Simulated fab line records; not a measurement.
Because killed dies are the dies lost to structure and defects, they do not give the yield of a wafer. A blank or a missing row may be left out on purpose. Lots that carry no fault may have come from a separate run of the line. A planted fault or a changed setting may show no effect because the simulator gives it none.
fab line records + flow n5-finfet
record
- lots=5
- wafers=15
- last-day=18
route steps=1938 shown BEOL_M4@1059 PASSIVATION@1936
lots that met no fault: from a run of the same line without faults
start-h: start of the lot's first displayed wafer, in hours after the record's first day + wait-h: hours since the lot's step before + " the same as in the row above + L1.1+2: a single row standing in for several wafers + - no value present, or no start provided + * or withheld: withheld + < > ~ a bound
route shown NAME@n: a module of which the file shows steps, and the number in the route of the first + usual: mean/standard deviation taken from wafers without a fault + same: alike in all rows + chamber/n: place in a boat + sites: per-site readings + _std_site: how widely they spread, as a standard deviation + _edge_site: inner sites' mean taken away from outer sites' mean + radius-mm: for every site, how far away it sits from the centre of the wafer + mask NAME#n: copy n + behind: tool/chamber where the wafer was last shaped + hold: what put the lot on hold/how long, in hours/how the hold closed + device: the n, p or np transistor that did not switch + end of line: tests run on the same wafers once the route is complete + for a step that has no rows: nothing shown but its recipe + killed: not the wafer's yield, but the dies lost to structure and defects at the first sort + map: the dies of a wafer, with x for killed, . for not killed, _ for no die there
set.NAME: setting as actually run; set.NAME@STEP: the setting as run at that earlier step + model.NAME: the simulator's own value behind a step, which no gauge read
lots at some steps of the route; a table a step, a row a wafer
services: the hour from which a tool's chamber was out of use, counted from the record's first day as start-h (under 0 if before that day), plus the number of hours and why
## steps
# step N5_BEOL_M4_DESCUM_33
# recipe
- chemistry=O2
- time-s=7
- source-power-w=50
- bias-power-w=20
- pressure-mtorr=20
- rf-frequency-hz=2.712e+07
- temp-c=40
- resist=CAR-EUV
- o2-flow-sccm=225
# step N5_BEOL_M4_ETCH_77
# recipe
- chemistry=N2/H2
- target=underlayer
- target-depth-a=65
- mask-material=CAR-EUV
- time-s=5.2
- ion-energy-ev=200
- pressure-mtorr=30
- source-w=840
- bias-w=150
- n2-flow-sccm=200
- h2-flow-sccm=200
- ends=cleared
# step N5_BEOL_M4_ETCH_69
# recipe
- chemistry=CF4
- target=SiARC
- target-depth-a=156
- mask-material=CAR-EUV
- time-s=26
- ion-energy-ev=80
- pressure-mtorr=40
- source-w=545
- bias-w=36
- Ar_flow_sccm=100
- cf4-flow-sccm=100
- ends=cleared
# step N5_BEOL_M4_ALD_98
# recipe
- material=SiO2
- target-thk-a=25
- temp-c=100
- ald-precursor-family=BDEAS
- ald-co-reactant=O2-plasma
- pulse-time-s=1
- co-reactant-pulse-time-s=1
- purge-time-s=2
- co-reactant-purge-time-s=2
- ald-cycles=17
- pressure-torr=2
# step N5_BEOL_M4_ETCHBACK_99
# recipe
- chemistry=CHF3
- target=SiO2
- target-depth-a=50
- time-s=10.4
- source-w=215
- bias-w=47
- Ar_flow_sccm=200
- CHF3_flow_sccm=12
- ion-energy-ev=100
- pressure-mtorr=30
# step N5_BEOL_M4_ETCH_70
# recipe
- chemistry=N2/H2
- target=SOC
- target-depth-a=800
- overetch-a=240
- mask-material=SiARC
- temp-c=40
- time-s=130
- ion-energy-ev=200
- pressure-mtorr=30
- source-w=840
- bias-w=150
- n2-flow-sccm=200
- h2-flow-sccm=200
# step N5_BEOL_M4_STRIP_71
# recipe
- chemistry=N2/H2
- temp-c=40
- n2-flow-sccm=200
- h2-flow-sccm=200
- rf-frequency-hz=6e+07
# step N5_BEOL_M4_STRIP_78
# recipe
- chemistry=N2/H2
- temp-c=40
- n2-flow-sccm=200
- h2-flow-sccm=200
- rf-frequency-hz=6e+07
# step N5_BEOL_M4_VIA_ETCH_34
# recipe
- chemistry=C4F6/O2
- target-depth-a=694
- mask-material=SOC
- pressure-mtorr=15
- ion-energy-ev=250
- taper-deg=4
- time-s=65.9
- source-w=350
- bias-w=170
- Ar_flow_sccm=300
- C4F6_flow_sccm=10
- O2_flow_sccm=10
# step N5_BEOL_M4_STRIP_83
# recipe
- chemistry=C4F6/O2
- resist=SiARC
- rf-frequency-hz=6e+07
# step N5_BEOL_M4_STRIP_36
# recipe
- chemistry=N2/H2
- power-w=450
- temp-c=40
- pressure-mtorr=20
- rf-frequency-hz=6e+07
- overash-fraction=0.3
- bias-power-w=7
- h2-frac=0.5
- n2-flow-sccm=200
- h2-flow-sccm=200
# step N5_BEOL_M4_TRENCH_ETCH_37
# recipe
- chemistry=C4F6/O2
- target-depth-a=555.55
- target=SiOC
- time-s=29.2
- ion-energy-ev=250
- pressure-mtorr=30
- source-w=355
- bias-w=185
- Ar_flow_sccm=300
- C4F6_flow_sccm=10
- O2_flow_sccm=10
# step N5_BEOL_M4_ETCH_41
# recipe
- chemistry=CH3F/O2
- target=SiCN
- target-depth-a=299
- taper-deg=2
- time-s=52.5
- ion-energy-ev=120
- mask-material=TiN
- pressure-mtorr=30
- source-w=395
- bias-w=75
- Ar_flow_sccm=150
- CH3F_flow_sccm=30
- O2_flow_sccm=20
# usual
- CH3F_flow_sccm=30.00/0.082
- O2_flow_sccm=19.99/0.061
- drypump-motor-current-A=5.7/0.46
- oes-product-au=0.79/0.059
- rf-vpp-V=296.9/1.6
- showerhead-plenum-p-Torr=1.99/0.067
- throttle-valve-pct=16.31/0.13
| lot.wafer | tool        | chamber | start-h | wait-h | CH3F_flow_sccm | O2_flow_sccm | drypump-motor-current-A | oes-product-au | rf-hours-counter-h | rf-vpp-V | showerhead-plenum-p-Torr | throttle-valve-pct |
|-----------|-------------|---------|---------|--------|----------------|--------------|-------------------------|----------------|--------------------|----------|--------------------------|--------------------|
| L545.4    | rie-diel-04 | 2       | 213.67  | -      | -              | -            | -                       | -              | -                  | -        | -                        | -                  |
| L545.5    | "           | 0       | "       | "      | -              | -            | -                       | -              | -                  | -        | -                        | -                  |
| L545.6    | "           | 1       | "       | "      | -              | -            | -                       | -              | -                  | -        | -                        | -                  |
| L547.1    | rie-diel-01 | 0       | 216.93  | -      | -              | -            | -                       | -              | -                  | -        | -                        | -                  |
| L547.2    | "           | 1       | "       | "      | -              | -            | -                       | -              | -                  | -        | -                        | -                  |
| L547.3    | "           | 3       | "       | "      | -              | -            | -                       | -              | -                  | -        | -                        | -                  |
| L548.1    | rie-diel-01 | 3       | 221.80  | -      | -              | -            | -                       | -              | -                  | -        | -                        | -                  |
| L548.2    | "           | 0       | "       | "      | -              | -            | -                       | -              | -                  | -        | -                        | -                  |
| L548.5    | "           | 1       | "       | "      | -              | -            | -                       | -              | -                  | -        | -                        | -                  |
| L554.1    | rie-diel-01 | 1       | 262.24  | -      | 30.00          | 20.04        | 5.0                     | 0.88           | 29                 | 301.5    | 2.12                     | 16.19              |
| L554.2    | "           | 3       | "       | "      | 30.06          | 20.13        | 6.2                     | 0.75           | 146                | 296.2    | 1.93                     | 16.32              |
| L554.5    | "           | 0       | "       | "      | 29.88          | 19.97        | 6.2                     | 0.81           | -                  | 294.7    | 1.94                     | 16.33              |
| L557.3    | rie-diel-02 | 0       | 307.33  | -      | 30.06          | 19.91        | 5.2                     | 0.67           | 238                | 296.8    | 1.98                     | 16.54              |
| L557.4    | "           | 3       | "       | "      | 30.23          | 20.10        | 5.9                     | 0.73           | 179                | 299.1    | 2.08                     | 16.13              |
| L557.6    | "           | 3       | "       | "      | 30.04          | 20.05        | 5.9                     | 0.73           | -                  | 298.2    | 2.08                     | 16.14              |
# step N5_BEOL_M4_STRIP_97
# recipe
- chemistry=N2/H2
- time-s=10
- power-w=450
- temp-c=40
- pressure-mtorr=20
- rf-frequency-hz=6e+07
- bias-power-w=7
- n2-flow-sccm=200
- h2-flow-sccm=200
# step N5_BEOL_M4_RC_MEAS_101
# usual
- DIBL_N=36.0/2
- DIBL_P=36.2/2.2
- IOFF_N=0.16/0.034
- IOFF_P=0.21/0.04
- ION_N=675/12
- ION_P=463/7.2
- SS_N=71.6/0.6
- SS_P=73.3/0.67
- VT_N=250/3
- VT_P=-251/3.4
| lot.wafer | tool      | chamber | start-h | wait-h | DIBL_N[mV/V] | DIBL_P[mV/V] | IOFF_N[nA/um] | IOFF_P[nA/um] | ION_N[uA/um] | ION_P[uA/um] | SS_N[mV/dec] | SS_P[mV/dec] | VT_N[mV] | VT_P[mV] |
|-----------|-----------|---------|---------|--------|--------------|--------------|---------------|---------------|--------------|--------------|--------------|--------------|----------|----------|
| L554.1    | prober-01 | 0       | 267.96  | 0.0    | 36.1         | 36.0         | 0.18          | 0.25          | 689          | 479          | 71.2         | 72.8         | 247      | -245     |
| L554.2    | "         | 0       | "       | "      | 38.2         | 38.0         | 0.21          | 0.28          | 687          | 474          | 72.2         | 73.9         | 244      | -247     |
| L554.5    | "         | 0       | "       | "      | 37.3         | 36.0         | 0.19          | 0.26          | 684          | 476          | 71.7         | 73.3         | 250      | -246     |
| L557.3    | prober-01 | 0       | 312.86  | 1.0    | 36.8         | 36.8         | 0.18          | 0.24          | 684          | 467          | 71.7         | 73.1         | 250      | -249     |
| L557.4    | "         | 0       | "       | "      | 35.8         | 35.7         | 0.16          | 0.22          | 675          | 464          | 71.6         | 73.1         | 250      | -250     |
| L557.6    | "         | 0       | "       | "      | 35.8         | 35.8         | 0.15          | 0.21          | 674          | 463          | 72.2         | 73.4         | 252      | -250     |
# step N5_PASSIVATION_PROBE_49
# usual
- defect-limited-yield=91.5/1.5
- killed_at_M0_to_M3=33/10
- killed_at_M4_up=15/6.4
- killed-at-contacts=12/5.4
- killed-at-front-end=38/9.8
- killed-at-other=4/3.1
- killed-dies=101/18
- killed-on-rim=13/3.9
- killed-open=67/14
- killed-short=33/7.9
- sort_bin_5_function=5.0/1
- sort_bin_6_memory=3.2/0.67
- sort-n-pass=1079/18
- sort-yield-pct=91.5/1.5
# same
- gross-dies=1180
- killed-at-back-side=0
- sort_bin_4_leakage[%]=0
- sort_bin_8_speed[%]=0
| lot.wafer | tool      | chamber | start-h | wait-h | defect-limited-yield[%] | killed_at_M0_to_M3 | killed_at_M4_up | killed-at-contacts | killed-at-front-end | killed-at-other | killed-dies | killed-on-rim | killed-open | killed-short | sort_bin_5_function[%] | sort_bin_6_memory[%] | sort-n-pass | sort-yield-pct[%] |
|-----------|-----------|---------|---------|--------|-------------------------|--------------------|-----------------|--------------------|---------------------|-----------------|-------------|---------------|-------------|--------------|------------------------|----------------------|-------------|-------------------|
| L545.4    | prober-02 | -       | 337.95  | 0.2    | 0                       | 25                 | 1115            | 9                  | 29                  | 2               | 1180        | 152           | 59          | 25           | 96.9                   | 3.0                  | 0           | 0                 |
| L545.5    | prober-02 | -       | 338.00  | 0.2    | 0                       | 26                 | 1091            | 19                 | 40                  | 4               | 1180        | 152           | 67          | 26           | 96.5                   | 3.2                  | 0           | 0                 |
| L545.6    | prober-02 | -       | 338.05  | 0.3    | 0                       | 36                 | 1097            | 3                  | 41                  | 3               | 1180        | 152           | 70          | 34           | 96.7                   | 3.2                  | 0           | 0                 |
| L547.1    | prober-02 | -       | 348.89  | 0.0    | 0                       | 45                 | 1079            | 8                  | 46                  | 2               | 1180        | 152           | 62          | 53           | 95.8                   | 3.9                  | 0           | 0                 |
| L547.2    | prober-02 | -       | 348.94  | 0.1    | 0                       | 43                 | 1101            | 7                  | 29                  | 0               | 1180        | 152           | 47          | 38           | 96.8                   | 2.9                  | 0           | 0                 |
| L547.3    | prober-02 | -       | 348.99  | 0.1    | 0                       | 30                 | 1095            | 20                 | 33                  | 2               | 1180        | 152           | 64          | 32           | 95.9                   | 3.6                  | 0           | 0                 |
| L548.1    | prober-01 | -       | 356.03  | 0.0    | 0                       | 26                 | 1110            | 2                  | 31                  | 11              | 1180        | 152           | 58          | 28           | 97.2                   | 2.7                  | 0           | 0                 |
| L548.2    | prober-01 | -       | 356.08  | 0.1    | 0                       | 32                 | 1102            | 8                  | 29                  | 9               | 1180        | 152           | 55          | 39           | 97.3                   | 2.1                  | 0           | 0                 |
| L548.5    | prober-01 | -       | 356.23  | 0.2    | 0                       | 35                 | 1099            | 5                  | 34                  | 7               | 1180        | 152           | 57          | 30           | 96.1                   | 3.8                  | 0           | 0                 |
| L554.1    | prober-01 | -       | 397.43  | 0.0    | 92.8                    | 24                 | 17              | 4                  | 35                  | 5               | 85          | 4             | 54          | 30           | 4.2                    | 2.7                  | 1095        | 92.8              |
| L554.2    | prober-01 | -       | 397.48  | 0.1    | 93.5                    | 23                 | 22              | 3                  | 26                  | 3               | 77          | 11            | 52          | 24           | 3.5                    | 3.1                  | 1103        | 93.5              |
| L554.5    | prober-01 | -       | 397.63  | 0.2    | 93.3                    | 21                 | 12              | 9                  | 29                  | 8               | 79          | 9             | 49          | 28           | 4.1                    | 2.1                  | 1101        | 93.3              |
| L557.3    | prober-02 | -       | 433.57  | 0.1    | 88.6                    | 49                 | 23              | 17                 | 39                  | 7               | 135         | 20            | 94          | 40           | 6.5                    | 4.4                  | 1045        | 88.6              |
| L557.4    | prober-02 | -       | 433.62  | 0.2    | 93.1                    | 32                 | 9               | 19                 | 12                  | 9               | 81          | 16            | 56          | 24           | 3.3                    | 3.3                  | 1099        | 93.1              |
| L557.6    | prober-02 | -       | 433.72  | 0.3    | 91.3                    | 28                 | 24              | 17                 | 29                  | 5               | 103         | 17            | 64          | 35           | 4.9                    | 3.6                  | 1077        | 91.3              |
# killed by level:class
L545.4 BEOL_M4:area-etch=1094 BEOL_M4:geometric-particle:open=9 MOL_CONTACT_COAG:geometric-particle:open=7 BEOL_M3:geometric-particle:open=7 DUMMY_GATE:geometric-particle:open=6 GATE_CUT:geometric-particle:short=5 BEOL_M0_SAQP:geometric-particle:short=5 BEOL_M0:geometric-particle:open=5
L545.5 BEOL_M4:area-etch=1083 MOL_CONTACT_COAG:geometric-particle:open=16 FIN_SAQP:geometric-particle:open=9 BEOL_M0:geometric-particle:open=7 STI_FIN_REVEAL:geometric-particle:open=6 FIN_SAQP:geometric-particle:short=5 BEOL_M0_SAQP:geometric-particle:short=5 BEOL_M3:geometric-particle:open=5
L545.6 BEOL_M4:area-etch=1074 BEOL_M0_SAQP:geometric-particle:open=11 BEOL_M0_SAQP:geometric-particle:short=10 BEOL_M4:geometric-particle:open=10 STI_FIN_REVEAL:geometric-particle:open=9 FIN_SAQP:geometric-particle:short=7 GATE_CUT:geometric-particle:short=6 BEOL_M3:geometric-particle:open=5
L547.1 BEOL_M4:area-etch=1063 BEOL_M0_SAQP:geometric-particle:open=15 FIN_SAQP:geometric-particle:short=14 BEOL_M0_SAQP:geometric-particle:short=14 FIN_SAQP:geometric-particle:open=11 BEOL_M4:geometric-particle:open=7 BEOL_M2:geometric-particle:open=6 MOL_CONTACT_COAG:geometric-particle:short=5
L547.2 BEOL_M4:area-etch=1095 BEOL_M0_SAQP:geometric-particle:open=15 FIN_SAQP:geometric-particle:short=12 BEOL_M0_SAQP:geometric-particle:short=11 GATE_CUT:geometric-particle:short=6 BEOL_M3:geometric-particle:open=6 BEOL_M2:geometric-particle:open=6 MOL_CONTACT_COAG:geometric-particle:open=5
L547.3 BEOL_M4:area-etch=1084 MOL_CONTACT_COAG:geometric-particle:open=15 FIN_SAQP:geometric-particle:open=11 BEOL_M2:geometric-particle:open=8 BEOL_M0_SAQP:geometric-particle:short=7 STARTING-WAFER:geometric-particle:short=6 MOL_CONTACT_COAG:geometric-particle:short=5 BEOL_M3:geometric-particle:open=5
L548.1 BEOL_M4:area-etch=1094 BEOL_M4:geometric-particle:open=11 BEOL_M1:geometric-particle:open=7 FIN_SAQP:geometric-particle:short=5 STI_FIN_REVEAL:geometric-particle:open=5 BEOL_M0_SAQP:geometric-particle:short=5 STARTING-WAFER:geometric-particle:open=5 DUMMY_GATE:geometric-particle:open=4
L548.2 BEOL_M4:area-etch=1085 BEOL_M0_SAQP:geometric-particle:open=12 BEOL_M0_SAQP:geometric-particle:short=12 MOL_CONTACT_COAG:geometric-particle:open=8 FIN_SAQP:geometric-particle:short=7 FIN_SAQP:geometric-particle:open=5 BEOL_M4:geometric-particle:open=5 MIM_TOP_ETCH:geometric-particle:short=5
L548.5 BEOL_M4:area-etch=1089 BEOL_M3:geometric-particle:open=12 BEOL_M0_SAQP:geometric-particle:open=8 FIN_SAQP:geometric-particle:short=7 BEOL_M0_SAQP:geometric-particle:short=7 FIN_SAQP:geometric-particle:open=5 STI_FIN_REVEAL:geometric-particle:open=5 MOL_CONTACT_COAG:geometric-particle:open=5
L554.1 BEOL_M0_SAQP:geometric-particle:short=10 FIN_SAQP:geometric-particle:open=8 STI_FIN_REVEAL:geometric-particle:open=7 BEOL_M5:geometric-particle:open=7 BEOL_M2:geometric-particle:open=6 FIN_SAQP:geometric-particle:short=5 BEOL_M1:geometric-particle:open=4 BEOL_M4:geometric-particle:open=3
L554.2 BEOL_M4:geometric-particle:open=12 BEOL_M0_SAQP:geometric-particle:open=9 FIN_SAQP:geometric-particle:short=6 STI_FIN_REVEAL:geometric-particle:open=6 BEOL_M3:geometric-particle:open=5 BEOL_M0_SAQP:geometric-particle:short=4 FIN_SAQP:geometric-particle:open=3 BEOL_M4:geometric-particle:short=3
L554.5 MOL_CONTACT_COAG:geometric-particle:open=9 GATE_CUT:geometric-particle:short=6 BEOL_M0_SAQP:geometric-particle:open=5 MIM_TOP_ETCH:geometric-particle:open=4 BEOL_M0_SAQP:geometric-particle:short=4 STARTING-WAFER:geometric-particle:short=4 FIN_SAQP:geometric-particle:short=3 BEOL_M1:geometric-particle:open=3
L557.3 MOL_CONTACT_COAG:geometric-particle:open=14 BEOL_M4:geometric-particle:open=11 BEOL_M0_SAQP:geometric-particle:short=10 BEOL_M2:geometric-particle:open=10 BEOL_M0_SAQP:geometric-particle:open=8 BEOL_M3:geometric-particle:open=8 STI_FIN_REVEAL:geometric-particle:open=7 BEOL_M1:geometric-particle:open=6
L557.4 MOL_CONTACT_COAG:geometric-particle:open=17 BEOL_M0_SAQP:geometric-particle:open=12 BEOL_M0_SAQP:geometric-particle:short=4 BEOL_M3:geometric-particle:open=4 FIN_SAQP:geometric-particle:open=3 BEOL_M1:geometric-particle:short=3 BEOL_M5:geometric-particle:short=3 PASS1_DEP:geometric-particle:open=3
L557.6 MOL_CONTACT_COAG:geometric-particle:open=15 BEOL_M4:geometric-particle:open=13 BEOL_M0_SAQP:geometric-particle:short=9 BEOL_M3:geometric-particle:open=8 STI_FIN_REVEAL:geometric-particle:open=5 BEOL_M0_SAQP:geometric-particle:open=5 FIN_SAQP:geometric-particle:short=4 GATE_CUT:geometric-particle:short=4
# map L545.4 (x killed, . not)
_________________xxxxxxxxxxxx________________
______________xxxxxxxxxxxxxxxxxx_____________
___________xxxxxxxxxxxxxxxxxxxxxxxx__________
__________xxxxxxxxxxxxxxxxxxxxxxxxxx_________
________xxxxxxxxxxxxxxxxxxxxxxxxxxxxxx_______
_______xxxxxxxxxxxxxxxxxxxxxxxxxxxxxxxx______
______xxxxxxxxxxxxxxxxxxxxxxxxxxxxxxxxxx_____
_____xxxxxxxxxxxxxxxxxxxxxxxxxxxxxxxxxxxx____
____xxxxxxxxxxxxxxxxxxxxxxxxxxxxxxxxxxxxxx___
___xxxxxxxxxxxxxxxxxxxxxxxxxxxxxxxxxxxxxxxx__
___xxxxxxxxxxxxxxxxxxxxxxxxxxxxxxxxxxxxxxxx__
__xxxxxxxxxxxxxxxxxxxxxxxxxxxxxxxxxxxxxxxxxx_
__xxxxxxxxxxxxxxxxxxxxxxxxxxxxxxxxxxxxxxxxxx_
_xxxxxxxxxxxxxxxxxxxxxxxxxxxxxxxxxxxxxxxxxxxx
_xxxxxxxxxxxxxxxxxxxxxxxxxxxxxxxxxxxxxxxxxxxx
_xxxxxxxxxxxxxxxxxxxxxxxxxxxxxxxxxxxxxxxxxxxx
_xxxxxxxxxxxxxxxxxxxxxxxxxxxxxxxxxxxxxxxxxxxx
_xxxxxxxxxxxxxxxxxxxxxxxxxxxxxxxxxxxxxxxxxxxx
_xxxxxxxxxxxxxxxxxxxxxxxxxxxxxxxxxxxxxxxxxxxx
_xxxxxxxxxxxxxxxxxxxxxxxxxxxxxxxxxxxxxxxxxxxx
_xxxxxxxxxxxxxxxxxxxxxxxxxxxxxxxxxxxxxxxxxxxx
__xxxxxxxxxxxxxxxxxxxxxxxxxxxxxxxxxxxxxxxxxx_
__xxxxxxxxxxxxxxxxxxxxxxxxxxxxxxxxxxxxxxxxxx_
___xxxxxxxxxxxxxxxxxxxxxxxxxxxxxxxxxxxxxxxx__
___xxxxxxxxxxxxxxxxxxxxxxxxxxxxxxxxxxxxxxxx__
____xxxxxxxxxxxxxxxxxxxxxxxxxxxxxxxxxxxxxx___
_____xxxxxxxxxxxxxxxxxxxxxxxxxxxxxxxxxxxx____
______xxxxxxxxxxxxxxxxxxxxxxxxxxxxxxxxxx_____
_______xxxxxxxxxxxxxxxxxxxxxxxxxxxxxxxx______
________xxxxxxxxxxxxxxxxxxxxxxxxxxxxxx_______
__________xxxxxxxxxxxxxxxxxxxxxxxxxx_________
___________xxxxxxxxxxxxxxxxxxxxxxxx__________
______________xxxxxxxxxxxxxxxxxx_____________
_________________xxxxxxxxxxxx________________
# map L547.1 (x killed, . not)
_________________xxxxxxxxxxxx________________
______________xxxxxxxxxxxxxxxxxx_____________
___________xxxxxxxxxxxxxxxxxxxxxxxx__________
__________xxxxxxxxxxxxxxxxxxxxxxxxxx_________
________xxxxxxxxxxxxxxxxxxxxxxxxxxxxxx_______
_______xxxxxxxxxxxxxxxxxxxxxxxxxxxxxxxx______
______xxxxxxxxxxxxxxxxxxxxxxxxxxxxxxxxxx_____
_____xxxxxxxxxxxxxxxxxxxxxxxxxxxxxxxxxxxx____
____xxxxxxxxxxxxxxxxxxxxxxxxxxxxxxxxxxxxxx___
___xxxxxxxxxxxxxxxxxxxxxxxxxxxxxxxxxxxxxxxx__
___xxxxxxxxxxxxxxxxxxxxxxxxxxxxxxxxxxxxxxxx__
__xxxxxxxxxxxxxxxxxxxxxxxxxxxxxxxxxxxxxxxxxx_
__xxxxxxxxxxxxxxxxxxxxxxxxxxxxxxxxxxxxxxxxxx_
_xxxxxxxxxxxxxxxxxxxxxxxxxxxxxxxxxxxxxxxxxxxx
_xxxxxxxxxxxxxxxxxxxxxxxxxxxxxxxxxxxxxxxxxxxx
_xxxxxxxxxxxxxxxxxxxxxxxxxxxxxxxxxxxxxxxxxxxx
_xxxxxxxxxxxxxxxxxxxxxxxxxxxxxxxxxxxxxxxxxxxx
_xxxxxxxxxxxxxxxxxxxxxxxxxxxxxxxxxxxxxxxxxxxx
_xxxxxxxxxxxxxxxxxxxxxxxxxxxxxxxxxxxxxxxxxxxx
_xxxxxxxxxxxxxxxxxxxxxxxxxxxxxxxxxxxxxxxxxxxx
_xxxxxxxxxxxxxxxxxxxxxxxxxxxxxxxxxxxxxxxxxxxx
__xxxxxxxxxxxxxxxxxxxxxxxxxxxxxxxxxxxxxxxxxx_
__xxxxxxxxxxxxxxxxxxxxxxxxxxxxxxxxxxxxxxxxxx_
___xxxxxxxxxxxxxxxxxxxxxxxxxxxxxxxxxxxxxxxx__
___xxxxxxxxxxxxxxxxxxxxxxxxxxxxxxxxxxxxxxxx__
____xxxxxxxxxxxxxxxxxxxxxxxxxxxxxxxxxxxxxx___
_____xxxxxxxxxxxxxxxxxxxxxxxxxxxxxxxxxxxx____
______xxxxxxxxxxxxxxxxxxxxxxxxxxxxxxxxxx_____
_______xxxxxxxxxxxxxxxxxxxxxxxxxxxxxxxx______
________xxxxxxxxxxxxxxxxxxxxxxxxxxxxxx_______
__________xxxxxxxxxxxxxxxxxxxxxxxxxx_________
___________xxxxxxxxxxxxxxxxxxxxxxxx__________
______________xxxxxxxxxxxxxxxxxx_____________
_________________xxxxxxxxxxxx________________
## services
| tool        | chamber | start-h | hours | kind   |
|-------------|---------|---------|-------|--------|
| rie-diel-01 | -       | 196.61  | 0.9   | repair |
| rie-diel-04 | 3       | 198.02  | 17.3  | repair |
| rie-diel-02 | 2       | 220.41  | 6.5   | repair |
| rie-diel-04 | 1       | 221.06  | 3.8   | repair |
| rie-diel-01 | 2       | 231.74  | 9.0   | repair |
| rie-diel-04 | 1       | 279.28  | 15.5  | repair |
| rie-diel-01 | 3       | 303.58  | 4.3   | repair |
## key
first-sign
- step=N5_BEOL_M4_ETCH_41
- reading=tool-record
- direction=missing
effect
- step=N5_PASSIVATION_PROBE_49
- reading=killed_at_M4_up
- direction=up
- sigmas=99+
- usual=15
- struck=1099
more-kills-born-at
- N5_BEOL_M4_ETCH_41@rie-diel-01=6510
- N5_BEOL_M4_ETCH_41@rie-diel-04=3251
met-at N5_BEOL_M4_ETCH_41
struck-wafers L545.4,L545.5,L545.6,L547.1,L547.2,L547.3,L548.1,L548.2,L548.5
later-rows-left-out L545.4,L545.5,L545.6,L547.1,L547.2,L547.3,L548.1,L548.2,L548.5
fault
- kind=skipped-step-whole
- tool=rie-diel-01,rie-diel-04
- chamber=-
- onset-h=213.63
- steps=N5_BEOL_M4_ETCH_41
- scope=struck-lots-only
# later-rows-left-out: the simulator's readings of these wafers behind a module that went badly wrong aren't trusted and aren't shown, but for the sort
